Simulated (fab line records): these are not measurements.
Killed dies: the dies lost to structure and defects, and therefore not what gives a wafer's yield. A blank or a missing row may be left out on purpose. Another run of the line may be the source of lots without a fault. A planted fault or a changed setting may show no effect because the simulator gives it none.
Comparing a struck lot with a sound one / flow n5-finfet / 37 out of 1938 route steps
Sound: these wafers, L496.1, L496.3, L496.4. Wafers struck: L489.2, L489.4, L489.5. The cause comes at the end.
Per side, at each step with rows, come the tool, then ch with its chambers, and then its first start. Under that, the readings that differ: sound wafers / struck wafers / difference of the means / sigmas: that difference in standard deviations of wafers without a fault.
alike: same words and numbers on both sides, and readings whose means sit less than 2 such deviations apart. not compared: any withheld reading, any reading some wafer has no value for, any bound like >300 that may hide the same value, and any number with overlapping values for which the record gives no deviation.
A row with sigmas, a row that says differs or no value, or rows on one side alone: a step with any of these is where the two part. Numbers that don't overlap but have no deviation are shown without sigmas and don't part them. A reading that every wafer of one side lacks parts them only if that side has two wafers or more.

first, 9 steps without rows for these wafers: N5_BEOL_M4_ANNEAL_95 (time 240 s); N5_BEOL_M4_SPUTTER_96 (material Cu, target thk 4.5 nm, time 8.29 s); N5_BEOL_M4_ECD_50 (material Cu, target thk 300 nm); N5_BEOL_M4_ANNEAL_51 (time 90 s); N5_BEOL_M4_CMP_52 (polishes, stops on SiOC, t overpolish 6.8 s, target thk 40 nm); N5_BEOL_M4_PRE_CLEAN_60 (time 15 s); N5_BEOL_M4_CO_CAP_55 (material Co, precursor CCTBA/H2, target thk 2 nm, time 102.1 s); N5_BEOL_M4_PRE_CLEAN_56 (time 15 s); N5_BEOL_M4_DEP_57 (deposits SiCN from 3MS/NH3, target thk 8 nm, time 14 s).
N5_BEOL_M4_RC_MEAS_101:
  sound on prober-01 ch 0, day 15 08:10; struck on prober-01 ch 0, day 14 05:50
  alike: DIBL_N, DIBL_P, IOFF_N, IOFF_P, ION_N, ION_P, SS_N, SS_P, VT_N, VT_P
then, 24 steps without rows for these wafers: N5_BEOL_M5_ILD_DEP_00 (deposits SiCOH lowk from DEMS/porogen, target thk 140.64 nm, time 25.9 s); N5_BEOL_M5_CURE_79 (cures SiCOH lowk, time 240 s); N5_BEOL_M5_PECVD_70 (deposits SiO2 from TEOS/O2, target thk 16 nm, time 18 s); N5_BEOL_M5_HM_DEP_02 (deposits TiN, target thk 20 nm); N5_BEOL_M5_COAT_59 (time 60 s, resist thk 60 nm); N5_BEOL_M5_COAT_60 (time 60 s, resist thk 12 nm); N5_BEOL_M5_COAT_71 (time 60 s, resist thk 5 nm); N5_BEOL_M5_COAT_05 (resist thk 30 nm); N5_BEOL_M5_EBR_07; N5_BEOL_M5_SOFTBAKE_06 (time 60 s); N5_BEOL_M5_EXPOSE_08 (exposes mask M5, target cd 28 nm); N5_BEOL_M5_PEB_09 (peb time 60 s); N5_BEOL_M5_DEVELOP_10 (develop time 30 s); N5_BEOL_M5_DESCUM_16 (chemistry O2, time 7 s); N5_BEOL_M5_ETCH_72 (etches underlayer in N2/H2, target depth 6.5 nm, time 5.2 s); N5_BEOL_M5_ETCH_61 (etches SiARC in CF4, target depth 15.6 nm, time 26 s); N5_BEOL_M5_ETCH_62 (etches SOC in N2/H2, target depth 75 nm, overetch 15 nm, time 112.5 s); N5_BEOL_M5_STRIP_63 (strips in N2/H2); N5_BEOL_M5_STRIP_73 (strips in N2/H2); N5_BEOL_M5_STRIP_64 (strips in CF4); N5_BEOL_M5_HM_OPEN_17 (chemistry Cl2/BCl3, target TiN, target depth 20 nm, overetch 6 nm); N5_BEOL_M5_STRIP_19 (strips in O2); N5_BEOL_M5_COAT_65 (time 60 s, resist thk 60 nm); N5_BEOL_M5_COAT_66 (time 60 s, resist thk 12 nm).
-- here the record skips 4 days between the struck wafers' starts before and after, leaving off in module BEOL_M5 and picking up in module BEOL_M15 (first step shown: number 1820 of the route) --
N5_BEOL_M15_SPUTTER_44: material Ta, target thk 15 nm, time 24.19 s.
  struck on pvd-sputter-01, day 18 04:21; sound on pvd-sputter-03, day 19 04:19
  no value came back on the struck wafers for bias-v (V), cathode-dc-power-W (W), throttle-valve-pct (%); on the sound wafers bias-v (V) reads 79.4 79.9 78.5
N5_BEOL_M15_CMP_49: polishes, stops on SiO2, t overpolish 4.9 s, target thk 850 nm.
  sound on cmp-04 ch 0,2,3, day 19 05:22; struck on cmp-04 ch 1,2, day 18 05:07
reading=barrier-field-endpoint-s (s); sound=11.46 11.53 11.19; struck=5.57 5.55 5.57; difference=-5.83; sigmas=-19
  alike: edge-zone-pressure-frac, motor-current-A
N5_PASSIVATION_PROBE_49:
  struck on prober-02, day 18 19:35; sound on prober-01, day 19 19:29
reading=defect-limited-yield (%); sound=93.6 91.9 93.2; struck=84.8 83.3 81.9; difference=-9.6; sigmas=-7
reading=killed_at_M4_up; sound=14 13 13; struck=109 111 113; difference=+98; sigmas=+16
reading=killed-dies; sound=75 95 80; struck=179 197 214; difference=+113; sigmas=+7
reading=killed-on-rim; sound=8 10 10; struck=46 50 25; difference=+31; sigmas=+8
reading=sort_bin_5_function (%); sound=3.5 4.4 4.4; struck=12.6 12.7 14.0; difference=+9.0; sigmas=+9
reading=sort-n-pass; sound=1105 1085 1100; struck=1001 983 966; difference=-113; sigmas=-7
reading=sort-yield-pct (%); sound=93.6 91.9 93.2; struck=84.8 83.3 81.9; difference=-9.6; sigmas=-7
  alike: killed_at_M0_to_M3, killed-at-contacts, killed-at-front-end, killed-at-other, killed-open, killed-short, sort_bin_6_memory

## WHERE THEY PART
First at N5_BEOL_M15_SPUTTER_44; last, within this record, at N5_PASSIVATION_PROBE_49.

WHY: what had been put in by the simulator
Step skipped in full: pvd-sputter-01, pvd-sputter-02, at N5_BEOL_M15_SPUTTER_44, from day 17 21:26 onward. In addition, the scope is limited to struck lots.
